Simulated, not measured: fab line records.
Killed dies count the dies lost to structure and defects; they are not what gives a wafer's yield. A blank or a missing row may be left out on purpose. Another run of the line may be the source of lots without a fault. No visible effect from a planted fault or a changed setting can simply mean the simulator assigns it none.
fab line records	flow n5_finfet
record: lots: 11	wafers: 33	last_day: 17
route steps=1938 shown BEOL_M10@1528 BEOL_M14@1771 BEOL_M15@1811 MIM_TOP@1835 PASSIVATION@1936
lots untouched by any fault: they come from a run of this same line in which no faults occurred
start_h: the number of hours between the record's first day and the start of the first shown wafer of the lot	wait_h: how many hours have passed since the lot's step before this one	" as in the row above	L1.1+2: several wafers, shown together as one row	- either no value or no given start	* or withheld: withheld	< > ~ a bound
route shown NAME@n: names a module that has steps shown in the file, with the first one's number in the route	usual: the fault-free wafers' mean and standard deviation	same: alike in all rows	chamber/n: place in a boat	sites: per-site readings	_std_site: how widely they spread, as a standard deviation	_edge_site: mean of outer sites minus mean of inner sites	radius_mm: how far each site lies from the wafer's centre	mask NAME#n: copy n	behind: the tool/chamber that last shaped the wafer	hold: cause of the lot's hold/its duration in hours/its outcome	device: names the non-switching transistor (n, p or np)	end of line: tests of these same wafers at the route's end	for a step that has no rows: nothing shown but its recipe	killed: count of dies lost to structure and defects at first sort (not the wafer's yield)	map: a wafer's dies, marking killed ones x, the rest . and places with no die _
set.NAME: the run value of the setting; set.NAME@STEP: its run value at that earlier step	model.NAME: the simulator's own value behind a step, which no gauge read
a sample of lots followed through the steps of the route, with each step as a table and each wafer as a row
services: the hour from which a tool's chamber was out of use, counted from the record's first day as start_h (under 0 if before that day), plus the number of hours and why
== steps ==
step: N5_BEOL_M10_ECD_50
recipe: material: Cu	target_thk_a: 3180
lot.wafer	tool	chamber	start_h	wait_h
L609.2+3+4	ecd_cu-02	0,0,1	215.16	0.1
L611.1+3+4	ecd_cu-02	0,0,1	222.87	0.1
L612.1+4+6	ecd_cu-02	0	232.52	0.1
L613.1+3+6	ecd_cu-02	1,0,1	232.75	0.1
L614.1+3+5	ecd_cu-02	1	239.68	0.1
L618.1+2+4	ecd_cu-01	1,0,0	284.28	0.1
L620.2+3+6	ecd_cu-01	1	294.17	0.1
L621.2+3+4	ecd_cu-01	1,0,1	297.95	0.1
L629.2+5+6	ecd_cu-02	0,1,0	334.76	0.1
L628.2+4+6	ecd_cu-02	0	340.80	0.1
L630.1+3+4	ecd_cu-02	1,0,1	359.46	0.1
step: N5_BEOL_M14_RS_MEAS_54
recipe: thk_meas_gauge: four-point-probe	reads: Cu_of_BEOL_M14_ECD_47+Ta_of_BEOL_M14_SPUTTER_44+TaN_of_BEOL_M14_SPUTTER_43
usual: M14_RS: 0.0333/0.00078
lot.wafer	tool	chamber	start_h	wait_h	M14_RS[ohm/sq]
L609.2	film_metro-01	-	245.44	0.1	0.0331
L609.3	"	-	"	"	0.0321
L609.4	"	-	"	"	0.0330
L611.1	film_metro-02	-	259.23	0.0	0.0335
L611.3	"	-	"	"	0.0325
L611.4	"	-	"	"	0.0330
L612.1	film_metro-02	-	260.45	0.0	0.0333
L612.4	"	-	"	"	0.0328
L612.6	"	-	"	"	0.0336
L613.1	film_metro-01	-	265.01	0.0	0.0345
L613.3	"	-	"	"	0.0323
L613.6	"	-	"	"	0.0322
L614.1	film_metro-01	-	274.45	0.0	0.0338
L614.3	"	-	"	"	0.0337
L614.5	"	-	"	"	0.0326
L618.1	film_metro-02	-	310.75	0.0	0.0331
L618.2	"	-	"	"	0.0323
L618.4	"	-	"	"	0.0339
L620.2	film_metro-02	-	319.63	0.1	0.0322
L620.3	"	-	"	"	0.0334
L620.6	"	-	"	"	0.0341
L621.2	film_metro-02	-	325.82	0.1	0.0328
L621.3	"	-	"	"	0.0336
L621.4	"	-	"	"	0.0347
L629.2	film_metro-02	-	366.34	0.1	0.0326
L629.5	"	-	"	"	0.0322
L629.6	"	-	"	"	0.0333
L628.2	film_metro-01	-	369.05	0.1	0.0334
L628.4	"	-	"	"	0.0330
L628.6	"	-	"	"	0.0320
L630.1	film_metro-02	-	384.17	0.0	0.0328
L630.3	"	-	"	"	0.0335
L630.4	"	-	"	"	0.0336
step: N5_BEOL_M15_STRIP_36
recipe: chemistry: O2	power_w: 600	temp_c: 60	pressure_mtorr: 30	rf_frequency_hz: 6e+07	bias_power_w: 0	overash_fraction: 0.3	o2_flow_sccm: 225
usual: drypump_motor_current_A: 5.5/0.44	oes_product_au: 0.79/0.087	rf_vpp_V: 3.6/0.92	showerhead_plenum_p_Torr: 2.16/0.064	throttle_valve_pct: 16.76/0.29
lot.wafer	tool	chamber	start_h	wait_h	drypump_motor_current_A	oes_product_au	rf_hours_counter_h	rf_vpp_V	showerhead_plenum_p_Torr	throttle_valve_pct
L609.2	rie_diel-02	3	258.22	9.7	5.5	0.74	173	4.2	2.16	16.87
L609.3	"	0	"	"	5.2	0.74	179	2.0	2.18	17.12
L609.4	"	1	"	"	5.7	0.95	22	2.5	2.23	16.83
L611.1	rie_diel-02	0	263.65	1.7	5.2	0.72	180	3.4	2.18	17.13
L611.3	"	2	"	"	5.0	0.93	26	3.8	2.21	16.23
L611.4	"	1	"	"	5.6	0.94	24	4.7	2.23	16.78
L612.1	rie_diel-05	1	268.30	5.2	5.7	0.85	72	3.4	2.13	16.72
L612.4	"	2	"	"	4.9	0.70	217	4.0	2.14	17.03
L612.6	"	2	"	"	5.0	0.70	-	3.1	2.14	17.03
L613.1	rie_diel-02	0	269.11	1.7	5.2	0.73	182	4.3	2.18	17.14
L613.3	"	3	"	"	5.5	0.74	176	3.3	2.16	16.83
L613.6	"	2	"	"	5.0	0.92	-	2.6	2.21	16.21
L614.1	rie_diel-06	3	278.28	1.2	6.5	0.71	185	3.2	2.17	16.59
L614.3	"	2	"	"	5.9	0.92	16	5.4	2.05	16.52
L614.5	"	1	"	"	6.6	0.83	-	2.7	2.20	16.33
L618.1	rie_diel-05	2	313.51	0.1	5.0	0.69	232	3.3	2.14	17.08
L618.2	"	1	"	"	5.7	0.81	87	2.3	2.13	16.75
L618.4	"	2	"	"	5.0	0.69	-	3.1	2.14	17.11
L620.2	rie_diel-02	3	322.92	0.7	5.5	0.71	190	2.5	2.16	16.86
L620.3	"	2	"	"	5.0	0.87	42	3.6	2.21	16.26
L620.6	"	0	"	"	5.2	0.71	-	3.5	2.17	17.18
L621.2	rie_diel-06	0	329.69	0.2	5.1	0.71	200	2.4	1.98	16.72
L621.3	"	2	"	"	5.9	0.89	28	3.0	2.05	16.57
L621.4	"	3	"	"	6.5	0.69	201	2.4	2.16	16.57
L629.2	rie_diel-02	1	370.21	1.4	5.7	0.88	53	2.6	2.22	16.87
L629.5	"	1	"	"	5.7	0.88	-	2.7	2.22	16.87
L629.6	"	0	"	"	5.2	0.71	-	2.7	2.17	17.20
L628.2	rie_diel-02	2	372.17	0.3	5.0	0.87	54	2.8	2.20	16.30
L628.4	"	3	"	"	5.5	0.71	206	5.2	2.15	16.91
L628.6	"	0	"	"	5.2	0.70	-	4.1	2.17	17.25
L630.1	rie_diel-02	0	387.81	0.5	5.2	0.70	217	4.7	2.17	17.22
L630.3	"	3	"	"	5.5	0.70	210	3.0	2.15	16.89
L630.4	"	1	"	"	5.6	0.88	59	3.6	2.22	16.85
step: N5_MIM_TOP_ALD_01
recipe: material: HfO2	target_thk_a: 56	temp_c: withheld	ald_precursor_family: Hf-amide	ald_co_reactant: O3	pulse_time_s: 1	purge_time_s: 3	co_reactant_purge_time_s: 2	co_reactant_pulse_time_s: 3	ald_cycles: 62
usual: precursor_pulse_height_rel: 0.998/0.019
same: co_reactant_purge_time_s: 2
lot.wafer	tool	chamber	start_h	wait_h	precursor_pulse_height_rel
L609.2	ald_hk-01	2	-	-	1.023
L609.3	"	0	"	"	1.031
L609.4	"	3	"	"	1.012
L611.1	ald_hk-02	0	-	-	1.024
L611.3	"	1	"	"	1.008
L611.4	"	3	"	"	0.986
L612.1	ald_hk-01	1	-	-	1.023
L612.4	"	0	"	"	0.991
L612.6	"	0	"	"	1.009
L613.1	ald_hk-03	3	-	-	0.980
L613.3	"	1	"	"	0.978
L613.6	"	2	"	"	0.975
L614.1	ald_hk-03	3	-	-	0.996
L614.3	"	0	"	"	0.990
L614.5	"	0	"	"	0.960
L618.1	ald_hk-02	3	-	-	1.008
L618.2	"	0	"	"	0.979
L618.4	"	2	"	"	0.998
L620.2	ald_hk-03	0	-	-	1.000
L620.3	"	2	"	"	0.992
L620.6	"	0	"	"	0.986
L621.2	ald_hk-01	2	-	-	1.001
L621.3	"	1	"	"	1.004
L621.4	"	0	"	"	0.998
L629.2	ald_hk-01	0	-	-	1.003
L629.5	"	2	"	"	1.012
L629.6	"	3	"	"	0.997
L628.2	ald_hk-03	3	-	-	0.998
L628.4	"	1	"	"	0.997
L628.6	"	1	"	"	1.007
L630.1	ald_hk-01	3	-	-	0.996
L630.3	"	0	"	"	0.968
L630.4	"	1	"	"	0.985
step: N5_PASSIVATION_PROBE_49
usual: defect_limited_yield: 91.4/1.4	killed_at_M0_to_M3: 31/10	killed_at_M4_up: 14/5.6	killed_at_contacts: 13/6.3	killed_at_front_end: 39/10	killed_at_other: 4/3.1	killed_dies: 101/16	killed_on_rim: 13/3.9	killed_open: 65/13	killed_short: 34/7.2	sort_bin_4_leakage: 0.00/0.007	sort_bin_5_function: 5.1/0.88	sort_bin_6_memory: 3.2/0.66	sort_n_pass: 1079/16	sort_yield_pct: 91.4/1.4
same: gross_dies: 1180	killed_at_back_side: 0	sort_bin_8_speed[%]: 0
lot.wafer	tool	chamber	start_h	wait_h	defect_limited_yield[%]	killed_at_M0_to_M3	killed_at_M4_up	killed_at_contacts	killed_at_front_end	killed_at_other	killed_dies	killed_on_rim	killed_open	killed_short	sort_bin_4_leakage[%]	sort_bin_5_function[%]	sort_bin_6_memory[%]	sort_n_pass	sort_yield_pct[%]
L618.1	prober-02	-	332.68	0.1	90.6	58	4	8	38	3	111	17	66	44	0	5.3	3.7	1069	90.6
L618.2	prober-02	-	332.73	0.1	92.7	34	9	5	37	1	86	9	50	34	0	4.1	2.9	1094	92.7
L618.4	prober-02	-	332.83	0.2	93.1	33	10	12	24	2	81	15	46	34	0	4.2	2.5	1099	93.1
L620.2	prober-01	-	340.85	0.1	51.1	13	531	7	24	2	577	69	33	21	0	30.8	13.9	603	51.1
L620.3	prober-01	-	340.90	0.1	49.1	28	528	0	43	2	601	85	66	31	0	33.0	14.7	579	49.1
L620.6	prober-01	-	341.05	0.3	48.5	41	514	11	41	1	608	82	73	34	0	33.4	15.1	572	48.5
L621.2	prober-01	-	346.59	0.1	49.8	28	519	14	27	4	592	87	47	35	0	32.7	14.2	588	49.8
L621.3	prober-01	-	346.64	0.1	47.0	42	541	13	29	0	625	89	59	38	0	34.3	15.1	555	47.0
L621.4	prober-01	-	346.69	0.2	53.0	28	488	13	22	4	555	77	53	24	0	30.4	13.2	625	53.0
killed by level:class
L618.1 BEOL_M0_SAQP:geometric_particle:short=26 BEOL_M0_SAQP:geometric_particle:open=22 FIN_SAQP:geometric_particle:short=7 FIN_SAQP:geometric_particle:open=7 MOL_CONTACT_COAG:geometric_particle:open=7 STI_FIN_REVEAL:geometric_particle:open=6 DUMMY_GATE:geometric_particle:open=6 DUMMY_GATE:geometric_particle:short=3
L618.2 BEOL_M0_SAQP:geometric_particle:short=13 BEOL_M0_SAQP:geometric_particle:open=10 FIN_SAQP:geometric_particle:open=8 DUMMY_GATE:geometric_particle:open=8 FIN_SAQP:geometric_particle:short=7 MOL_CONTACT_COAG:geometric_particle:open=5 BEOL_M3:geometric_particle:open=5 BEOL_M1:geometric_particle:open=4
L618.4 BEOL_M0_SAQP:geometric_particle:short=13 MOL_CONTACT_COAG:geometric_particle:open=9 BEOL_M2:geometric_particle:open=7 FIN_SAQP:geometric_particle:short=4 DUMMY_GATE:geometric_particle:open=4 BEOL_M0_SAQP:geometric_particle:open=4 GATE_CUT:geometric_particle:short=3 MOL_CONTACT_COAG:geometric_particle:short=3
L620.2 BEOL_M10:unspecified=521 FIN_SAQP:geometric_particle:short=7 MOL_CONTACT_COAG:geometric_particle:open=6 BEOL_M4:geometric_particle:open=5 FIN_SAQP:geometric_particle:open=4 DUMMY_GATE:geometric_particle:open=4 STARTING-WAFER:geometric_particle:short=4 BEOL_M1:geometric_particle:open=4
L620.3 BEOL_M10:unspecified=504 BEOL_M4:geometric_particle:open=17 FIN_SAQP:geometric_particle:short=9 FIN_SAQP:geometric_particle:open=9 BEOL_M1:geometric_particle:open=8 GATE_CUT:geometric_particle:open=7 BEOL_M0:geometric_particle:open=6 GATE_CUT:geometric_particle:short=5
L620.6 BEOL_M10:unspecified=501 BEOL_M1:geometric_particle:open=11 FIN_SAQP:geometric_particle:open=10 STI_FIN_REVEAL:geometric_particle:open=9 MOL_CONTACT_COAG:geometric_particle:open=8 BEOL_M2:geometric_particle:open=7 BEOL_M4:geometric_particle:open=7 BEOL_M0_SAQP:geometric_particle:short=6
L621.2 BEOL_M10:unspecified=510 BEOL_M0_SAQP:geometric_particle:short=11 MOL_CONTACT_COAG:geometric_particle:open=10 BEOL_M0:geometric_particle:open=7 FIN_SAQP:geometric_particle:open=6 BEOL_M4:geometric_particle:open=6 FIN_SAQP:geometric_particle:short=5 STI_FIN_REVEAL:geometric_particle:open=4
L621.3 BEOL_M10:unspecified=525 BEOL_M0_SAQP:geometric_particle:short=15 MOL_CONTACT_COAG:geometric_particle:open=11 FIN_SAQP:geometric_particle:short=8 BEOL_M0_SAQP:geometric_particle:open=7 BEOL_M4:geometric_particle:open=7 STI_FIN_REVEAL:geometric_particle:open=6 BEOL_M1:geometric_particle:short=5
L621.4 BEOL_M10:unspecified=476 MOL_CONTACT_COAG:geometric_particle:open=11 BEOL_M0_SAQP:geometric_particle:short=7 FIN_SAQP:geometric_particle:open=6 BEOL_M0_SAQP:geometric_particle:open=6 FIN_SAQP:geometric_particle:short=5 BEOL_M0:geometric_particle:open=5 STI_FIN_REVEAL:geometric_particle:open=3
== services ==
tool	chamber	start_h	hours	kind
rie_diel-06	2	207.73	-	clean
rie_diel-06	2	207.73	-	consumable_replace:focus_ring
rie_diel-06	2	207.73	13.7	scheduled_down
rie_diel-06	2	207.73	13.7	vent_cycle
rie_diel-02	2	209.65	5.9	repair
rie_diel-06	-	213.63	0.3	repair
ald_hk-03	-	249.52	1.7	repair
ecd_cu-02	-	250.17	7.2	pm
ecd_cu-02	-	288.62	0.7	repair
rie_diel-06	2	290.72	8.7	repair
rie_diel-05	0	302.92	10.6	repair
ald_hk-03	-	306.19	0.7	repair
rie_diel-06	1	313.56	3.6	repair
rie_diel-06	-	324.61	2.8	pm
rie_diel-02	2	330.09	1.6	repair
rie_diel-06	0	339.69	7.4	repair
ald_hk-02	-	340.49	2.8	pm
rie_diel-05	2	353.39	15.3	repair
rie_diel-05	2	377.23	-	clean
rie_diel-05	2	377.23	-	consumable_replace:focus_ring
ecd_cu-02	-	381.08	1.5	repair
rie_diel-05	-	381.65	2.8	pm
rie_diel-06	2	385.88	2.4	repair
rie_diel-05	-	392.36	1.5	repair
== key ==
first_sign: step: N5_PASSIVATION_PROBE_49	reading: killed_at_M4_up	direction: up	sigmas: 91	usual: 14	struck: 520
effect: step: N5_PASSIVATION_PROBE_49	reading: defect_limited_yield	direction: down	sigmas: 30	usual: 91.4	struck: 49.7
more_kills_born_at: N5_BEOL_M10_ECD_50@ecd_cu-01: 3037
met_at N5_BEOL_M10_ECD_50
struck_lots L620,L621
not_acting_at N5_BEOL_M14_RS_MEAS_54,N5_BEOL_M15_STRIP_36,N5_MIM_TOP_ALD_01
onset_between 284.28 294.17
fault: kind: chamber_particle_source	tool: ecd_cu-01	chamber: -	onset_h: 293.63	steps: N5_BEOL_M10_ECD_50	rate_per_visit_cm2: 1.1257	end_h: 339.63
